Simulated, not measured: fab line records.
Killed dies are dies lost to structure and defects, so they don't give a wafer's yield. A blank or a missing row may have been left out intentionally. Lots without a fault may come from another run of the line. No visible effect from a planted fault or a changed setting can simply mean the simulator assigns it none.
Which of the tools did it?    flow n5_finfet    30 wafers from 10 lots sampled at 6 of the route's 1938 steps

== WHAT EACH GAUGE READ, for each wafer ==
N5_BEOL_M1_RS_MEAS_58: uses a four-point probe to measure. Usual: M1_RS gives 0.66 ohm/sq (standard deviation 0.034).
lot   measured      on             M1_RS (ohm/sq)  flag
L542  day 6 20:23   film_metro-01  0.71 0.68 0.68  
L544  day 7 10:05   film_metro-01  0.75 0.74 0.68  
L546  day 8 00:56   film_metro-02  0.61 0.61 0.60  
L547  day 8 07:44   film_metro-01  0.71 0.67 0.67  
L548  day 8 07:57   film_metro-01  0.67 0.66 0.64  
L554  day 10 08:42  film_metro-01  0.71 0.68 0.68  
L560  day 11 14:08  film_metro-01  0.66 0.64 0.67  
L561  day 11 18:31  film_metro-02  0.71 0.64 0.68  
L562  day 11 20:25  film_metro-02  0.66 0.68 0.68  
L563  day 12 07:10  film_metro-02  0.69 0.62 0.67  

N5_BEOL_M4_RC_MEAS_101. Usual: DIBL_N 36.1 mV/V, standard deviation 1.7; DIBL_P 35.9 mV/V, standard deviation 2.1; IOFF_N 0.154 nA/um, standard deviation 0.029; IOFF_P 0.21 nA/um, standard deviation 0.035; ION_N 673 uA/um, standard deviation 10; ION_P 463 uA/um, standard deviation 7.5; SS_N 71.6 mV/dec, standard deviation 0.59; SS_P 73.2 mV/dec, standard deviation 0.69; VT_N 250.5 mV, standard deviation 2.9; VT_P -250 mV, standard deviation 3.2.
lot   measured      on         DIBL_N (mV/V)   DIBL_P (mV/V)   IOFF_N (nA/um)     IOFF_P (nA/um)  ION_N (uA/um)  ION_P (uA/um)  SS_N (mV/dec)   SS_P (mV/dec)   VT_N (mV)          VT_P (mV)       flag
L542  day 8 05:05   prober-01  39.6 37.8 38.2  38.2 35.8 36.4  0.231 0.185 0.194  0.30 0.25 0.26  687 672 683    465 468 464    71.7 72.2 72.5  74.2 74.4 73.7  244.0 250.5 248.7  -247 -246 -247  
L544  day 9 07:53   prober-01  36.0 36.3 38.3  36.4 36.3 39.3  0.148 0.160 0.189  0.21 0.22 0.27  673 675 690    468 465 474    71.7 70.9 71.7  73.7 73.5 74.4  253.1 252.2 247.2  -250 -247 -246  
L546  day 9 20:05   prober-02  35.8 36.5 36.2  35.7 37.4 37.3  0.138 0.160 0.155  0.22 0.24 0.24  664 672 674    461 469 466    71.4 71.9 72.1  72.8 73.1 72.9  252.6 249.0 246.5  -250 -248 -247  
L547  day 9 15:22   prober-01  36.4 33.6 34.9  37.0 34.0 35.1  0.176 0.135 0.156  0.25 0.20 0.22  679 673 679    468 466 468    71.1 70.8 71.6  73.8 72.3 73.7  247.4 251.4 251.6  -247 -248 -248  
L548  day 10 08:25  prober-01  38.0 37.1 38.6  38.1 36.7 38.0  0.166 0.147 0.166  0.24 0.21 0.23  675 674 669    465 466 463    71.7 71.3 72.2  73.9 73.9 74.0  249.4 251.3 250.2  -245 -249 -248  
L554  day 12 04:52  prober-01  35.6 35.3 36.7  35.8 35.4 36.4  0.148 0.140 0.151  0.21 0.20 0.20  668 665 661    462 458 454    71.5 71.5 72.3  73.6 73.0 72.6  250.8 251.8 250.6  -250 -250 -250  
L560  day 14 07:14  prober-02  35.9 36.0 33.0  35.2 34.9 30.4  0.152 0.143 0.097  0.19 0.19 0.14  674 679 644    460 467 442    72.0 72.0 71.3  72.5 72.0 71.1  250.7 252.1 255.1  -249 -254 -257  
L561  day 13 14:39  prober-02  34.0 32.3 35.7  33.3 32.1 34.5  0.125 0.120 0.151  0.19 0.19 0.21  672 676 667    465 475 464    71.2 70.9 71.7  71.5 72.4 72.7  253.6 250.4 248.6  -254 -252 -251  
L562  day 13 18:20  prober-02  36.1 36.5 35.0  34.5 35.5 33.4  0.143 0.158 0.135  0.21 0.22 0.19  668 676 677    466 468 474    70.9 71.9 71.2  72.8 72.2 72.3  252.3 247.6 251.1  -247 -249 -250  
L563  day 14 09:39  prober-01  36.1 35.4 36.3  37.7 35.9 37.1  0.164 0.149 0.156  0.21 0.18 0.19  686 672 677    467 458 461    72.1 71.8 71.9  73.4 72.7 72.5  250.2 250.4 249.8  -251 -250 -250  

== EACH LOT AND THE TOOL THAT RAN IT (in order: tool; ch and the chambers of the sampled wafers; start) ==
lot   N5_BEOL_M1_ANNEAL_80          N5_BEOL_M1_ECD_50               N5_BEOL_M1_CMP_52              N5_BEOL_M2_ILD_DEP_00
L542  pvd_sputter-02, day 6 17:52   ecd_cu-02 ch 0,1, day 6 19:26   cmp-04 ch 0,1,2, day 6 19:52   pecvd-01 ch 1,2, day 6 20:26
L544  pvd_sputter-03, day 7 07:35   ecd_cu-02 ch 0,1, day 7 09:09   cmp-02 ch 0,1,2, day 7 09:32   pecvd-03 ch 1,2, day 7 10:09
L546  pvd_sputter-02, day 7 22:19   ecd_cu-01 ch 0,1, day 7 23:54   cmp-01 ch 0,3, day 8 00:25     pecvd-03 ch 0,2, day 8 00:59
L547  pvd_sputter-01, day 8 05:13   ecd_cu-02 ch 0,1, day 8 06:48   cmp-02 ch 1,3, day 8 07:13     pecvd-02 ch 0,2, day 8 07:47
L548  pvd_sputter-02, day 8 05:17   ecd_cu-01 ch 0,1, day 8 06:53   cmp-01 ch 0,1, day 8 07:26     pecvd-03 ch 1,2, day 8 08:01
L554  pvd_sputter-03, day 10 06:09  ecd_cu-01 ch 0,1, day 10 07:44  cmp-02 ch 0,1,3, day 10 08:08  pecvd-01 ch 1,2, day 10 08:46
L560  pvd_sputter-03, day 11 11:34  ecd_cu-02 ch 1, day 11 13:08    cmp-02 ch 1,2,3, day 11 13:34  pecvd-03 ch 0,2, day 11 14:11
L561  pvd_sputter-01, day 11 15:46  ecd_cu-02 ch 0,1, day 11 17:20  cmp-01 ch 2,3, day 11 17:57    pecvd-02 ch 0,1, day 11 18:34
L562  pvd_sputter-02, day 11 17:55  ecd_cu-02 ch 0,1, day 11 19:31  cmp-04 ch 1,2,3, day 11 19:54  pecvd-01 ch 0,1,2, day 11 20:29
L563  pvd_sputter-01, day 12 03:05  ecd_cu-02 ch 0,1, day 12 04:40  cmp-01 ch 0,2, day 12 06:23    pecvd-01 ch 0,1,2, day 12 07:14
- N5_BEOL_M1_ANNEAL_80: time 240 s.
- N5_BEOL_M1_ECD_50: material Cu, target thk 300 nm.
- N5_BEOL_M1_CMP_52: polishes, stops on SiOC, t overpolish 6.8 s, target thk 40 nm.
- N5_BEOL_M2_ILD_DEP_00: deposits SiOC from DEMS/O2, target thk 79 nm, time 15.3 s.

== AS READ BY THE TOOLS THEMSELVES (means over the sampled wafers that have a number; for cases with no such wafer, the mark the record gives instead) ==
N5_BEOL_M1_ANNEAL_80. Usual: heater_power_w at 819 W, with a standard deviation of 69.
lot   tool            heater_power_w (W)  flag
L542  pvd_sputter-02  852                 
L544  pvd_sputter-03  770                 
L546  pvd_sputter-02  782                 
L547  pvd_sputter-01  835                 
L548  pvd_sputter-02  877                 
L554  pvd_sputter-03  819                 
L560  pvd_sputter-03  816                 
L561  pvd_sputter-01  795                 
L562  pvd_sputter-02  764                 
L563  pvd_sputter-01  806                 

N5_BEOL_M1_CMP_52. Usual: head_pressure_psi 1.0000 psi, standard deviation 0.0024; motor_current_A 5.9 A, standard deviation 0.56; platen_rpm 50.00 rpm, standard deviation 0.032; time_to_endpoint_s 63 s, standard deviation 3.4.
lot   tool    head_pressure_psi (psi)  motor_current_A (A)  platen_rpm (rpm)  time_to_endpoint_s (s)  flag
L542  cmp-04  0.9981                   5.6                  49.98             62                      
L544  cmp-02  1.0013                   5.8                  49.99             69                      
L546  cmp-01  0.9997                   6.8                  49.97             69                      
L547  cmp-02  1.0011                   6.0                  49.99             68                      
L548  cmp-01  1.0032                   5.8                  49.98             65                      
L554  cmp-02  1.0013                   6.0                  50.06             63                      
L560  cmp-02  1.0002                   5.9                  49.99             59                      
L561  cmp-01  0.9996                   6.2                  50.01             62                      
L562  cmp-04  0.9997                   5.8                  49.99             61                      
L563  cmp-01  1.0006                   6.1                  50.00             66                      

N5_BEOL_M2_ILD_DEP_00. Usual: heater_power_w 487 W, standard deviation 60; showerhead_plenum_p_Torr 5.687 Torr, standard deviation 0.013; throttle_valve_pct 11.8 %, standard deviation 0.81.
lot   tool      heater_power_w (W)  showerhead_plenum_p_Torr (Torr)  throttle_valve_pct (%)  flag
L542  pecvd-01  471                 5.679                            11.4                    
L544  pecvd-03  555                 5.683                            10.8                    
L546  pecvd-03  443                 5.705                            12.7                    
L547  pecvd-02  429                 5.684                            11.2                    
L548  pecvd-03  559                 5.689                            11.3                    
L554  pecvd-01  478                 5.676                            11.8                    
L560  pecvd-03  486                 5.692                            11.8                    
L561  pecvd-02  536                 5.681                            11.8                    
L562  pecvd-01  480                 5.679                            12.0                    
L563  pecvd-01  505                 5.684                            11.9                    

== THE ANSWER, worked out from the rows above alone ==
Rule: lot off if the mean of its wafers having a number is beyond 3 standard deviations from the usual mean. Also off: a lot with no number at a reading for which 4 or more lots have one. The other lots that the step has rows for count as sound. After the gauges, taken in route order, come the tools' own readings; for these a lot's mean is taken, as printed above. At the first step where some lot is off, the reading lying furthest off is the one used; lots without a number count as furthest.
None of the lots is off at any reading shown; this tells nothing.

== WHAT THE SIMULATOR HAD PUT IN ==
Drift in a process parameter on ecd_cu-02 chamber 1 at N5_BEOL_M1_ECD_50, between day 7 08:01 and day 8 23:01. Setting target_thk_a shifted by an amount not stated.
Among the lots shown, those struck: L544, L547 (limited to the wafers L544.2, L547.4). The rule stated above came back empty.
